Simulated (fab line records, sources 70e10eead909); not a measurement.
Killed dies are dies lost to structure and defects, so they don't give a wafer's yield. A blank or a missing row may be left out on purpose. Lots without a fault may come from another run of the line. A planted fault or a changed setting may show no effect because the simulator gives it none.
Which tool did it? | flow nand_harc | 13 lots, 39 wafers sampled, at 5 steps of a route of 1159

WHAT THE GAUGES READ, wafer by wafer
NHARC_A_M0_CD_MEAS_09: target cd 80 nm. Usual: cd_nm 80.1 nm, standard deviation 0.63.
lot  | measured     | on        | cd_nm (nm)     | flag
L349 | day 17 22:31 | cd_sem-02 | 79.6 79.9 79.9 |
L347 | day 17 16:54 | cd_sem-02 | 80.1 80.1 80.7 |
L346 | day 17 23:44 | cd_sem-02 | 80.0 79.0 80.0 |
L350 | day 17 21:13 | cd_sem-02 | 79.6 79.9 80.0 |
L351 | day 18 02:11 | cd_sem-01 | 80.4 80.4 79.6 |
L348 | day 18 05:08 | cd_sem-02 | 79.9 81.0 80.6 |
L356 | day 20 02:11 | cd_sem-03 | 80.5 80.4 81.3 |
L359 | day 21 02:04 | cd_sem-02 | 79.7 80.3 80.6 |
L361 | day 20 22:49 | cd_sem-01 | 80.1 79.9 79.2 |
L365 | day 22 04:37 | cd_sem-02 | 79.3 79.2 80.3 |
L364 | day 22 04:17 | cd_sem-02 | 80.2 80.1 81.2 |
L367 | day 23 04:02 | cd_sem-02 | 80.1 80.2 80.8 |
L368 | day 22 18:40 | cd_sem-02 | 79.6 80.2 80.1 |

NHARC_A_M0_THK_MEAS_24: measures by xrf. Usual: thk_nm 113.4 nm, standard deviation 1.4.
lot  | measured     | on            | thk_nm (nm)       | flag
L349 | day 18 01:06 | film_metro-02 | 114.7 115.5 114.8 |
L347 | day 17 19:29 | film_metro-01 | 113.6 111.4 113.5 |
L346 | day 18 02:19 | film_metro-01 | 116.6 116.0 115.8 |
L350 | day 17 23:47 | film_metro-01 | 116.3 111.7 113.6 |
L351 | day 18 04:53 | film_metro-02 | 112.2 111.8 114.8 |
L348 | day 18 07:38 | film_metro-02 | 111.2 111.8 113.8 |
L356 | day 20 04:42 | film_metro-01 | 113.0 113.1 114.9 |
L359 | day 21 04:35 | film_metro-01 | 112.7 112.3 114.0 |
L361 | day 21 01:20 | film_metro-02 | 113.2 113.7 113.7 |
L365 | day 22 07:23 | film_metro-02 | 112.5 113.9 114.5 |
L364 | day 22 07:03 | film_metro-02 | 111.0 111.9 110.3 |
L367 | day 23 06:35 | film_metro-01 | 114.1 113.1 113.2 |
L368 | day 22 21:10 | film_metro-02 | 113.4 116.0 114.2 |

NHARC_END_SORT_01. Usual: killed_at_array 29, standard deviation 11; killed_at_other 0.6, standard deviation 0.75; killed_at_periphery 3.1, standard deviation 2.1; killed_dies 32, standard deviation 11; killed_open 3.0, standard deviation 1.8; killed_short 1.8, standard deviation 1.3.
lot  | measured     | on        | killed_at_array | killed_at_other | killed_at_periphery | killed_dies | killed_open | killed_short | flag
L348 | day 20 11:32 | prober-02 | 99 113 110      | 0 0 0           | 7 4 0               | 106 117 110 | 3 2 1       | 2 1 4        | OFF
L356 | day 21 18:34 | prober-02 | 95 117 45       | 1 0 0           | 3 4 5               | 99 121 50   | 0 1 6       | 1 2 2        | OFF

WHICH TOOL RAN EACH LOT (tool, then ch and the chambers of the sampled wafers, then the start)
lot  | NHARC_A_STAIRCASE_ALD_420        | NHARC_A_BONDPAD_DESCUM_11
L349 | ald_hk-02 ch 2,3, day 12 15:18   | rie_diel-08 ch 2,3, day 18 08:05
L347 | ald_hk-01 ch 0,1,2, day 12 15:19 | rie_diel-08 ch 0,3, day 18 02:02
L346 | ald_hk-01 ch 0,2, day 12 19:34   | rie_diel-06 ch 0,2,3, day 18 08:49
L350 | ald_hk-04 ch 0,1,2, day 12 19:53 | rie_diel-10 ch 0,1,2, day 18 06:31
L351 | ald_hk-01 ch 0,1,3, day 13 00:23 | rie_diel-08 ch 0,1, day 18 11:12
L348 | ald_hk-01 ch 0,2, day 13 03:34   | rie_diel-10 ch 0,2,3, day 18 14:28
L356 | ald_hk-01 ch 0,1,3, day 14 13:50 | rie_diel-08 ch 0,2,3, day 20 11:11
L359 | ald_hk-04 ch 0,1,3, day 15 17:56 | rie_diel-06 ch 0,1,2, day 21 11:19
L361 | ald_hk-04 ch 1,2,3, day 15 20:53 | rie_diel-08 ch 2,3, day 21 08:00
L365 | ald_hk-01 ch 1,2,3, day 16 19:46 | rie_diel-06 ch 0,1,2, day 22 14:08
L364 | ald_hk-02 ch 0,1,3, day 16 20:06 | rie_diel-06 ch 0,2,3, day 22 13:30
L367 | ald_hk-04 ch 1,3, day 17 08:22   | rie_diel-06 ch 0,1, day 23 13:44
L368 | ald_hk-01 ch 2,3, day 17 12:37   | rie_diel-06 ch 0,2, day 23 03:34
- NHARC_A_STAIRCASE_ALD_420: deposits SiO2, target thk 20 nm, pulse time 6 s, ald cycles 200.
- NHARC_A_BONDPAD_DESCUM_11: chemistry O2, time 3 s.

WHAT THE TOOLS THEMSELVES READ (means of the sampled wafers that have a number; where no wafer has one, the mark that the record gives instead)
NHARC_A_STAIRCASE_ALD_420. Usual: heater_power_outer_w 262 W, standard deviation 18; heater_power_w 471 W, standard deviation 29; precursor_pulse_height_rel 1.000, standard deviation 0.021; susceptor_temp_C 300.00 C, standard deviation 0.19.
lot  | tool      | heater_power_outer_w (W) | heater_power_w (W) | precursor_pulse_height_rel | susceptor_temp_C (C) | flag
L349 | ald_hk-02 | 244                      | 454                | 0.996                      | 299.97               |
L347 | ald_hk-01 | 254                      | 449                | 1.005                      | 299.99               |
L346 | ald_hk-01 | 249                      | 450                | 0.984                      | 299.81               |
L350 | ald_hk-04 | 264                      | 501                | 0.999                      | 300.02               |
L351 | ald_hk-01 | 256                      | 452                | 1.006                      | 300.20               |
L348 | ald_hk-01 | 251                      | 443                | 1.006                      | 300.13               |
L356 | ald_hk-01 | 253                      | 452                | 0.993                      | 299.94               |
L359 | ald_hk-04 | 276                      | 496                | 0.983                      | 299.80               |
L361 | ald_hk-04 | 270                      | 492                | 0.991                      | 300.05               |
L365 | ald_hk-01 | 250                      | 467                | 1.012                      | 299.81               |
L364 | ald_hk-02 | 264                      | 470                | 1.013                      | 300.05               |
L367 | ald_hk-04 | 264                      | 482                | 1.006                      | 299.98               |
L368 | ald_hk-01 | 254                      | 456                | 1.014                      | 299.94               |

NHARC_A_BONDPAD_DESCUM_11. Usual: drypump_motor_current_A 5.8 A, standard deviation 0.33; oes_product_au 1.003 a.u., standard deviation 0.01; rf_vpp_V 57.8 V, standard deviation 0.93; showerhead_plenum_p_Torr 1.89 Torr, standard deviation 0.061; throttle_valve_pct 11.311 %, standard deviation 0.0089.
lot  | tool        | drypump_motor_current_A (A) | oes_product_au (a.u.) | rf_vpp_V (V) | showerhead_plenum_p_Torr (Torr) | throttle_valve_pct (%) | flag
L349 | rie_diel-08 | 5.7                         | 1.001                 | 57.7         | 1.81                            | 11.308                 |
L347 | rie_diel-08 | 5.6                         | 1.013                 | 57.6         | 1.89                            | 11.309                 |
L346 | rie_diel-06 | 5.6                         | 0.997                 | 57.3         | 1.89                            | 11.304                 |
L350 | rie_diel-10 | 5.4                         | 0.988                 | 58.2         | 1.88                            | 11.310                 |
L351 | rie_diel-08 | 6.0                         | 1.006                 | 58.2         | 1.93                            | 11.304                 |
L348 | rie_diel-10 | 5.6                         | 0.988                 | 58.0         | 1.92                            | 11.306                 |
L356 | rie_diel-08 | 5.7                         | 1.002                 | 57.3         | 1.85                            | 11.306                 |
L359 | rie_diel-06 | 5.9                         | 0.996                 | 57.8         | 1.92                            | 11.310                 |
L361 | rie_diel-08 | 5.6                         | 1.000                 | 57.4         | 1.86                            | 11.320                 |
L365 | rie_diel-06 | 5.9                         | 1.000                 | 58.7         | 1.92                            | 11.312                 |
L364 | rie_diel-06 | 5.6                         | 1.015                 | 57.1         | 1.89                            | 11.310                 |
L367 | rie_diel-06 | 6.1                         | 1.001                 | 57.8         | 1.90                            | 11.312                 |
L368 | rie_diel-06 | 5.7                         | 1.016                 | 58.2         | 1.91                            | 11.310                 |

THE ANSWER, worked out from the rows above alone
Rule: a lot is off if the mean of its wafers that have a number lies more than 3 standard deviations from the usual mean. A lot without any number at a reading at which 4 lots or more have one is off too. The other lots that the step has rows for count as sound. The gauges are gone through in route order, then the tools' own readings, and for those a lot's mean is taken as printed above. The first step at which some lot is off is used, and at that step the reading that is off furthest; a lot without a number counts as furthest.
Off: L348, L356, at NHARC_END_SORT_01 (killed_dies). Neither off nor sound, because the step has no rows for them: L349, L347, L346, L350, L351, L359, L361, L365, L364, L367, L368.
A tool fits if, at a process step before that reading, it ran every lot that is off, and no sound lot after the first of them. The gauges at NHARC_END_SORT_01 are tried like those tools. Can't be told from this: 2 tools fit, ald_hk-01 at NHARC_A_STAIRCASE_ALD_420, prober-02 at NHARC_END_SORT_01.

WHAT THE SIMULATOR HAD PUT IN
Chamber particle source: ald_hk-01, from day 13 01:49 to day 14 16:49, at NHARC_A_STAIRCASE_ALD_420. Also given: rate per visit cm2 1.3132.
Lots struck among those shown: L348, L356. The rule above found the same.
